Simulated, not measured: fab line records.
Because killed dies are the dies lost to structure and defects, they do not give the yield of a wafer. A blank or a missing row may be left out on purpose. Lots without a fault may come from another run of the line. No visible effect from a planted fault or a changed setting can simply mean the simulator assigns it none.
The tool behind it: which one? | flow n5 finfet | 22 lots with 66 wafers sampled at 6 steps, on a route of 1938 steps

WHAT THE GAUGES SHOWED, per wafer
The record holds no reading of a measuring or inspecting step that can be judged against a usual standard deviation.

WHAT TOOL EACH LOT RAN ON (gives the tool, then ch and the chambers of the sampled wafers, and finally the start)
lot  | N5_SD_EPI_N_ETCH_34               | N5_SD_EPI_N_ETCH_45               | N5_SD_EPI_N_STRIP_38                | N5_SD_EPI_N_VAPOR_ETCH_50      | N5_SD_EPI_N_LINER_46             | N5_SD_EPI_P_ETCH_37
L074 | rie diel-03 ch 0,1,3, day 3 00:14 | rie diel-03 ch 0,1,3, day 3 00:43 | plasma asher-01 ch 0,1, day 3 00:59 | epi rpcvd-03 ch 0, day 3 01:43 | ald sin-03 ch 1,2, day 3 03:58   | rie diel-05 ch 2,3, day 3 04:40
L075 | rie diel-06 ch 0,3, day 3 10:51   | rie diel-06 ch 0,3, day 3 11:20   | plasma asher-01 ch 0,1, day 3 11:36 | epi rpcvd-02 ch 0, day 3 12:19 | ald sin-03 ch 1,2,3, day 3 14:43 | rie diel-02 ch 0,3, day 3 15:33
L076 | rie diel-06 ch 1,3, day 3 12:05   | rie diel-06 ch 1,3, day 3 12:34   | plasma asher-01 ch 0,1, day 3 12:50 | epi rpcvd-03 ch 0, day 3 13:32 | ald sin-03 ch 0,1,3, day 3 15:44 | rie diel-02 ch 1,2, day 3 16:26
L077 | rie diel-06 ch 0,1,2, day 3 19:06 | rie diel-06 ch 0,1,2, day 3 19:35 | plasma asher-01 ch 0,1, day 3 19:50 | epi rpcvd-01 ch 0, day 3 20:43 | ald sin-01 ch 0,1, day 3 23:31   | rie diel-02 ch 0,1,3, day 4 00:13
L078 | rie diel-03 ch 0,1,3, day 4 00:22 | rie diel-03 ch 0,1,3, day 4 00:50 | plasma asher-01 ch 0,1, day 4 01:06 | epi rpcvd-03 ch 0, day 4 01:49 | ald sin-03 ch 0,1,2, day 4 04:01 | rie diel-02 ch 1,2,3, day 4 04:49
L079 | rie diel-06 ch 0,1, day 4 04:38   | rie diel-06 ch 0,1, day 4 05:07   | plasma asher-02 ch 0,1, day 4 05:23 | epi rpcvd-03 ch 0, day 4 06:06 | ald sin-04 ch 1,3, day 4 08:23   | rie diel-05 ch 0,2,3, day 4 09:13
L080 | rie diel-06 ch 1,2,3, day 4 13:27 | rie diel-06 ch 0,1,3, day 4 13:56 | plasma asher-02 ch 0,1, day 4 14:11 | epi rpcvd-03 ch 0, day 4 15:03 | ald sin-03 ch 1,2,3, day 4 17:25 | rie diel-05 ch 0,1,3, day 4 18:22
L082 | rie diel-06 ch 1,2, day 5 01:10   | rie diel-06 ch 1,2, day 5 01:39   | plasma asher-02 ch 0,1, day 5 01:55 | epi rpcvd-01 ch 0, day 5 02:44 | ald sin-03 ch 0,1,2, day 5 05:34 | rie diel-02 ch 2,3, day 5 06:23
L084 | rie diel-01 ch 2,3, day 5 16:37   | rie diel-01 ch 2,3, day 5 17:06   | plasma asher-01 ch 0,1, day 5 17:22 | epi rpcvd-03 ch 0, day 5 18:08 | ald sin-01 ch 0,1, day 5 20:19   | rie diel-04 ch 1,2,3, day 5 21:12
L085 | rie diel-06 ch 1,2,3, day 5 23:45 | rie diel-06 ch 1,2,3, day 6 00:14 | plasma asher-01 ch 0,1, day 6 00:30 | epi rpcvd-03 ch 0, day 6 01:13 | ald sin-03 ch 1,2,3, day 6 03:29 | rie diel-04 ch 0,2,3, day 6 04:11
L086 | rie diel-06 ch 2,3, day 6 02:46   | rie diel-06 ch 2,3, day 6 03:14   | plasma asher-01 ch 0,1, day 6 03:31 | epi rpcvd-01 ch 0, day 6 04:23 | ald sin-01 ch 0,2, day 6 07:13   | rie diel-04 ch 0,1,2, day 6 07:56
L087 | rie diel-03 ch 1,2, day 6 06:39   | rie diel-03 ch 1,2, day 6 07:08   | plasma asher-01 ch 0,1, day 6 07:23 | epi rpcvd-01 ch 0, day 6 08:14 | ald sin-03 ch 1,2,3, day 6 11:02 | rie diel-05 ch 1,2,3, day 6 11:52
L088 | rie diel-01 ch 0,1,3, day 6 14:04 | rie diel-01 ch 0,1,3, day 6 14:32 | plasma asher-01 ch 0,1, day 6 14:49 | epi rpcvd-02 ch 0, day 6 15:39 | ald sin-03 ch 0,1,3, day 6 19:13 | rie diel-02 ch 0,1,2, day 6 20:04
L089 | rie diel-03 ch 1,3, day 6 19:37   | rie diel-03 ch 1,3, day 6 20:06   | plasma asher-01 ch 0,1, day 6 20:22 | epi rpcvd-01 ch 0, day 6 21:07 | ald sin-03 ch 0,1, day 6 23:18   | rie diel-02 ch 0,1, day 7 00:00
L090 | rie diel-06 ch 0,1,2, day 7 01:37 | rie diel-06 ch 0,1,2, day 7 02:06 | plasma asher-02 ch 0,1, day 7 02:22 | epi rpcvd-02 ch 0, day 7 03:25 | ald sin-01 ch 1,2,3, day 7 07:01 | rie diel-04 ch 1,2,3, day 7 07:50
L091 | rie diel-06 ch 0,1,2, day 7 05:40 | rie diel-06 ch 0,1,2, day 7 06:08 | plasma asher-02 ch 0,1, day 7 06:26 | epi rpcvd-01 ch 0, day 7 07:12 | ald sin-03 ch 0,1, day 7 09:20   | rie diel-04 ch 1,2, day 7 10:10
L092 | rie diel-03 ch 1,2,3, day 7 14:54 | rie diel-03 ch 1,2,3, day 7 15:23 | plasma asher-01 ch 0,1, day 7 15:39 | epi rpcvd-01 ch 0, day 7 16:29 | ald sin-01 ch 0,1,3, day 7 19:18 | rie diel-02 ch 0,1, day 7 20:08
L093 | rie diel-01 ch 0,3, day 7 19:16   | rie diel-01 ch 0,3, day 7 19:44   | plasma asher-01 ch 0,1, day 7 20:02 | epi rpcvd-03 ch 0, day 7 20:49 | ald sin-01 ch 0,3, day 7 22:56   | rie diel-02 ch 0,1,3, day 7 23:48
L094 | rie diel-06 ch 1,2,3, day 8 00:52 | rie diel-06 ch 1,2,3, day 8 01:21 | plasma asher-01 ch 0,1, day 8 01:37 | epi rpcvd-03 ch 0, day 8 02:22 | ald sin-04 ch 0,1,3, day 8 04:32 | rie diel-04 ch 0,1,2, day 8 05:14
L095 | rie diel-03 ch 0,3, day 8 06:04   | rie diel-03 ch 0,3, day 8 06:33   | plasma asher-01 ch 0,1, day 8 06:49 | epi rpcvd-03 ch 0, day 8 07:31 | ald sin-04 ch 1,2, day 8 09:44   | rie diel-04 ch 0,2, day 8 10:33
L096 | rie diel-01 ch 0,3, day 8 13:31   | rie diel-01 ch 0,3, day 8 14:00   | plasma asher-01 ch 0,1, day 8 14:16 | epi rpcvd-01 ch 0, day 8 14:58 | ald sin-03 ch 0,1,2, day 8 17:44 | rie diel-05 ch 0,1, day 8 18:28
L097 | rie diel-01 ch 1,2, day 8 21:30   | rie diel-01 ch 1,2, day 8 21:59   | plasma asher-01 ch 0,1, day 8 22:14 | epi rpcvd-02 ch 0, day 8 22:57 | ald sin-03 ch 0,1,2, day 9 01:26 | rie diel-02 ch 1,2,3, day 9 02:08
- N5_SD_EPI_N_ETCH_34: etches SiARC in CF4, target depth 45.5 nm, time 75.8 s.
- N5_SD_EPI_N_ETCH_45: etches SiOCN in CH3F/O2, target depth 6 nm.
- N5_SD_EPI_N_STRIP_38: strips in N2/H2.
- N5_SD_EPI_N_VAPOR_ETCH_50: etches Si in HCl, time 54 s.
- N5_SD_EPI_N_LINER_46: material SiNx, target thk 3 nm.
- N5_SD_EPI_P_ETCH_37: etches SOC in N2/H2, overetch 108 nm, time 486 s.

WHAT THE TOOLS THEMSELVES READ (means of the sampled wafers that have a number; where no wafer has one, the mark that the record gives instead)
N5_SD_EPI_N_ETCH_34. Usual: drypump motor current A 5.4 A, standard deviation 0.49; etch rf on time s 75.7 s, standard deviation 1.7; oes product au 0.68 a.u., standard deviation 0.06; rf vpp V 184.1 V, standard deviation 1.1; showerhead plenum p Torr 2.15 Torr, standard deviation 0.07; throttle valve pct 15.59 %, standard deviation 0.26.
lot  | tool        | drypump motor current A (A) | etch rf on time s (s) | oes product au (a.u.) | rf vpp V (V) | showerhead plenum p Torr (Torr) | throttle valve pct (%) | flag
L074 | rie diel-03 | 5.6                         | 76.0                  | 0.65                  | 184.6        | 2.17                            | 15.62                  |
L075 | rie diel-06 | 4.9                         | 75.6                  | 0.71                  | 184.2        | 2.13                            | 15.34                  |
L076 | rie diel-06 | 5.0                         | 76.9                  | 0.73                  | 182.8        | 2.12                            | 15.26                  |
L077 | rie diel-06 | 5.2                         | 75.1                  | 0.70                  | 183.9        | 2.16                            | 15.64                  |
L078 | rie diel-03 | 5.6                         | 76.2                  | 0.64                  | 184.3        | 2.17                            | 15.62                  |
L079 | rie diel-06 | 5.2                         | 76.4                  | 0.66                  | 184.4        | 2.21                            | 15.71                  |
L080 | rie diel-06 | 5.2                         | 75.2                  | 0.72                  | 183.9        | 2.11                            | 15.44                  |
L082 | rie diel-06 | 5.3                         | 75.0                  | 0.71                  | 183.1        | 2.14                            | 15.59                  |
L084 | rie diel-01 | 5.6                         | 76.6                  | 0.72                  | 185.9        | 2.26                            | 15.65                  |
L085 | rie diel-06 | 5.2                         | 75.0                  | 0.71                  | 182.9        | 2.11                            | 15.46                  |
L086 | rie diel-06 | 5.1                         | 74.2                  | 0.71                  | 184.1        | 2.07                            | 15.47                  |
L087 | rie diel-03 | 5.1                         | 76.1                  | 0.67                  | 183.9        | 2.07                            | 15.42                  |
L088 | rie diel-01 | 6.0                         | 75.3                  | 0.66                  | 183.8        | 2.17                            | 15.65                  |
L089 | rie diel-03 | 5.5                         | 76.0                  | 0.80                  | 183.8        | 2.15                            | 15.38                  |
L090 | rie diel-06 | 5.2                         | 75.0                  | 0.67                  | 183.9        | 2.15                            | 15.69                  |
L091 | rie diel-06 | 5.2                         | 75.3                  | 0.67                  | 184.3        | 2.15                            | 15.68                  |
L092 | rie diel-03 | 5.5                         | 76.7                  | 0.70                  | 183.8        | 2.10                            | 15.52                  |
L093 | rie diel-01 | 5.9                         | 74.5                  | 0.66                  | 184.4        | 2.17                            | 15.67                  |
L094 | rie diel-06 | 5.2                         | 75.3                  | 0.69                  | 183.8        | 2.10                            | 15.49                  |
L095 | rie diel-03 | 6.1                         | 74.2                  | 0.67                  | 184.8        | 2.19                            | 15.74                  |
L096 | rie diel-01 | 6.2                         | 75.1                  | 0.70                  | 186.1        | 2.21                            | 15.50                  |
L097 | rie diel-01 | 5.4                         | 77.6                  | 0.71                  | 183.9        | 2.20                            | 15.71                  |

N5_SD_EPI_N_ETCH_45. Usual: drypump motor current A 5.4 A, standard deviation 0.49; oes product au 0.80 a.u., standard deviation 0.071; rf vpp V 127.5 V, standard deviation 0.99; showerhead plenum p Torr 2.00 Torr, standard deviation 0.067; throttle valve pct 23.32 %, standard deviation 0.24.
lot  | tool        | drypump motor current A (A) | oes product au (a.u.) | rf vpp V (V) | showerhead plenum p Torr (Torr) | throttle valve pct (%) | flag
L074 | rie diel-03 | 5.6                         | 0.76                  | 127.4        | 2.02                            | 23.31                  |
L075 | rie diel-06 | 5.0                         | 0.83                  | 128.6        | 1.98                            | 23.11                  |
L076 | rie diel-06 | 5.1                         | 0.86                  | 127.4        | 1.97                            | 23.06                  |
L077 | rie diel-06 | 5.2                         | 0.81                  | 126.4        | 2.01                            | 23.39                  |
L078 | rie diel-03 | 5.6                         | 0.75                  | 128.0        | 2.02                            | 23.31                  |
L079 | rie diel-06 | 5.1                         | 0.78                  | 127.9        | 2.06                            | 23.47                  |
L080 | rie diel-06 | 5.1                         | 0.80                  | 127.8        | 2.01                            | 23.28                  |
L082 | rie diel-06 | 5.3                         | 0.83                  | 127.6        | 2.00                            | 23.35                  |
L084 | rie diel-01 | 5.6                         | 0.84                  | 128.4        | 2.11                            | 23.43                  |
L085 | rie diel-06 | 5.2                         | 0.83                  | 126.7        | 1.96                            | 23.21                  |
L086 | rie diel-06 | 5.1                         | 0.84                  | 127.3        | 1.93                            | 23.21                  |
L087 | rie diel-03 | 5.1                         | 0.78                  | 127.1        | 1.93                            | 23.21                  |
L088 | rie diel-01 | 5.9                         | 0.77                  | 128.2        | 2.01                            | 23.28                  |
L089 | rie diel-03 | 5.5                         | 0.94                  | 127.5        | 2.01                            | 23.17                  |
L090 | rie diel-06 | 5.2                         | 0.79                  | 127.8        | 2.00                            | 23.42                  |
L091 | rie diel-06 | 5.2                         | 0.78                  | 127.5        | 2.00                            | 23.44                  |
L092 | rie diel-03 | 5.5                         | 0.83                  | 126.8        | 1.96                            | 23.29                  |
L093 | rie diel-01 | 5.9                         | 0.78                  | 127.4        | 2.01                            | 23.27                  |
L094 | rie diel-06 | 5.2                         | 0.81                  | 126.1        | 1.96                            | 23.24                  |
L095 | rie diel-03 | 6.1                         | 0.78                  | 127.6        | 2.05                            | 23.44                  |
L096 | rie diel-01 | 6.2                         | 0.81                  | 127.1        | 2.06                            | 23.15                  |
L097 | rie diel-01 | 5.3                         | 0.83                  | 127.9        | 2.05                            | 23.51                  |

N5_SD_EPI_N_STRIP_38. Usual: drypump motor current A 5.7 A, standard deviation 0.42; heater power w 348 W, standard deviation 32; oes product au 0.760 a.u., standard deviation 0.011.
lot  | tool            | drypump motor current A (A) | heater power w (W) | oes product au (a.u.) | flag
L074 | plasma asher-01 | 5.5                         | 348                | 0.756                 |
L075 | plasma asher-01 | 5.5                         | 350                | 0.770                 |
L076 | plasma asher-01 | 5.9                         | 334                | 0.762                 |
L077 | plasma asher-01 | 5.5                         | 352                | 0.759                 |
L078 | plasma asher-01 | 5.5                         | 352                | 0.760                 |
L079 | plasma asher-02 | 5.8                         | 349                | 0.766                 |
L080 | plasma asher-02 | 5.8                         | 347                | 0.761                 |
L082 | plasma asher-02 | 5.8                         | 344                | 0.761                 |
L084 | plasma asher-01 | 5.5                         | 347                | 0.758                 |
L085 | plasma asher-01 | 5.9                         | 335                | 0.767                 |
L086 | plasma asher-01 | 5.9                         | 335                | 0.769                 |
L087 | plasma asher-01 | 5.5                         | 348                | 0.763                 |
L088 | plasma asher-01 | 5.5                         | 354                | 0.756                 |
L089 | plasma asher-01 | 5.9                         | 335                | 0.753                 |
L090 | plasma asher-02 | 5.7                         | 379                | 0.759                 |
L091 | plasma asher-02 | 5.7                         | 373                | 0.756                 |
L092 | plasma asher-01 | 5.9                         | 333                | 0.759                 |
L093 | plasma asher-01 | 5.5                         | 355                | 0.750                 |
L094 | plasma asher-01 | 5.5                         | 352                | 0.766                 |
L095 | plasma asher-01 | 5.9                         | 338                | 0.760                 |
L096 | plasma asher-01 | 5.9                         | 335                | 0.758                 |
L097 | plasma asher-01 | 5.9                         | 333                | 0.760                 |

N5_SD_EPI_N_VAPOR_ETCH_50. Usual: susceptor temp C 775.0 C, standard deviation 0.35; throttle valve pct 11.89 %, standard deviation 0.16.
lot  | tool         | susceptor temp C (C) | throttle valve pct (%) | flag
L074 | epi rpcvd-03 | 775.3                | 11.85                  |
L075 | epi rpcvd-02 | 775.2                | 12.12                  |
L076 | epi rpcvd-03 | 775.2                | 11.87                  |
L077 | epi rpcvd-01 | 774.8                | 11.79                  |
L078 | epi rpcvd-03 | 775.2                | 11.83                  |
L079 | epi rpcvd-03 | 774.7                | 11.83                  |
L080 | epi rpcvd-03 | 775.3                | 11.93                  |
L082 | epi rpcvd-01 | 774.8                | 11.88                  |
L084 | epi rpcvd-03 | 774.6                | 11.89                  |
L085 | epi rpcvd-03 | 774.9                | 11.84                  |
L086 | epi rpcvd-01 | 775.0                | 11.87                  |
L087 | epi rpcvd-01 | 775.2                | 11.83                  |
L088 | epi rpcvd-02 | 774.7                | 12.04                  |
L089 | epi rpcvd-01 | 774.9                | 11.93                  |
L090 | epi rpcvd-02 | 775.3                | 12.00                  |
L091 | epi rpcvd-01 | 774.7                | 11.84                  |
L092 | epi rpcvd-01 | 775.0                | 11.92                  |
L093 | epi rpcvd-03 | 774.9                | 11.90                  |
L094 | epi rpcvd-03 | 774.7                | 11.85                  |
L095 | epi rpcvd-03 | 775.0                | 11.94                  |
L096 | epi rpcvd-01 | 775.0                | 11.73                  |
L097 | epi rpcvd-02 | 774.9                | 12.10                  |

N5_SD_EPI_N_LINER_46. Usual: heater power w 877 W, standard deviation 80; susceptor temp C 400.03 C, standard deviation 0.22.
lot  | tool       | heater power w (W) | susceptor temp C (C) | flag
L074 | ald sin-03 | 886                | 400.07               |
L075 | ald sin-03 | 861                | 400.16               |
L076 | ald sin-03 | 852                | 400.13               |
L077 | ald sin-01 | 818                | 400.23               |
L078 | ald sin-03 | 865                | 400.16               |
L079 | ald sin-04 | 973                | 399.96               |
L080 | ald sin-03 | 870                | 399.92               |
L082 | ald sin-03 | 870                | 400.07               |
L084 | ald sin-01 | 839                | 399.98               |
L085 | ald sin-03 | 863                | 400.10               |
L086 | ald sin-01 | 957                | 400.20               |
L087 | ald sin-03 | 860                | 400.03               |
L088 | ald sin-03 | 847                | 400.10               |
L089 | ald sin-03 | 828                | 399.98               |
L090 | ald sin-01 | 949                | 400.03               |
L091 | ald sin-03 | 844                | 400.06               |
L092 | ald sin-01 | 846                | 400.05               |
L093 | ald sin-01 | 845                | 400.18               |
L094 | ald sin-04 | 873                | 400.32               |
L095 | ald sin-04 | 895                | 399.71               |
L096 | ald sin-03 | 867                | 400.02               |
L097 | ald sin-03 | 874                | 400.08               |

N5_SD_EPI_P_ETCH_37. Usual: drypump motor current A 5.8 A, standard deviation 0.41; oes product au 0.69 a.u., standard deviation 0.054; rf vpp V 240.8 V, standard deviation 1.2; showerhead plenum p Torr 2.54 Torr, standard deviation 0.071; throttle valve pct 23.80 %, standard deviation 0.26.
lot  | tool        | drypump motor current A (A) | oes product au (a.u.) | rf vpp V (V) | showerhead plenum p Torr (Torr) | throttle valve pct (%) | flag
L074 | rie diel-05 | 5.8                         | 0.72                  | 240.2        | 2.52                            | 23.37                  |
L075 | rie diel-02 | 5.9                         | 0.67                  | 240.7        | 2.52                            | 23.79                  |
L076 | rie diel-02 | 6.2                         | 0.69                  | 241.2        | 2.59                            | 24.01                  |
L077 | rie diel-02 | 5.9                         | 0.68                  | 240.1        | 2.50                            | 23.97                  |
L078 | rie diel-02 | 6.1                         | 0.68                  | 241.2        | 2.55                            | 23.97                  |
L079 | rie diel-05 | 5.8                         | 0.72                  | 241.6        | 2.56                            | 23.59                  |
L080 | rie diel-05 | 6.2                         | 0.71                  | 241.0        | 2.55                            | 23.68                  |
L082 | rie diel-02 | 6.0                         | 0.66                  | 241.3        | 2.55                            | 23.80                  |
L084 | rie diel-04 | 5.6                         | 0.71                  | 241.0        | 2.54                            | 23.59                  |
L085 | rie diel-04 | 5.6                         | 0.65                  | 239.8        | 2.49                            | 23.60                  |
L086 | rie diel-04 | 5.6                         | 0.71                  | 240.5        | 2.52                            | 23.72                  |
L087 | rie diel-05 | 5.9                         | 0.67                  | 241.4        | 2.57                            | 23.59                  |
L088 | rie diel-02 | 6.0                         | 0.68                  | 241.1        | 2.54                            | 24.03                  |
L089 | rie diel-02 | 5.9                         | 0.69                  | 239.9        | 2.48                            | 24.19                  |
L090 | rie diel-04 | 5.6                         | 0.70                  | 240.4        | 2.54                            | 23.61                  |
L091 | rie diel-04 | 5.9                         | 0.71                  | 241.5        | 2.55                            | 23.75                  |
L092 | rie diel-02 | 5.9                         | 0.68                  | 240.5        | 2.47                            | 24.18                  |
L093 | rie diel-02 | 5.9                         | 0.66                  | 239.7        | 2.49                            | 24.00                  |
L094 | rie diel-04 | 5.5                         | 0.70                  | 240.3        | 2.51                            | 23.75                  |
L095 | rie diel-04 | 5.9                         | 0.65                  | 239.6        | 2.49                            | 23.77                  |
L096 | rie diel-05 | 6.1                         | 0.70                  | 242.7        | 2.58                            | 23.93                  |
L097 | rie diel-02 | 6.1                         | 0.66                  | 240.7        | 2.53                            | 24.01                  |

THE ANSWER, worked out from the rows above alone
Rule: a lot counts as off when the mean over its wafers that have a number is more than 3 standard deviations away from the usual mean. A lot without any number at a reading at which 4 lots or more have one is off too. All remaining lots with rows at the step are treated as sound. The gauges are gone through in route order, then the tools' own readings, and for those a lot's mean is taken as printed above. The first step at which some lot is off is used, and at that step the reading that is off furthest; a lot without a number counts as furthest.
Across all readings shown, no lot is off: no conclusion can be drawn from this.

WHAT WAS PUT IN BY THE SIMULATOR
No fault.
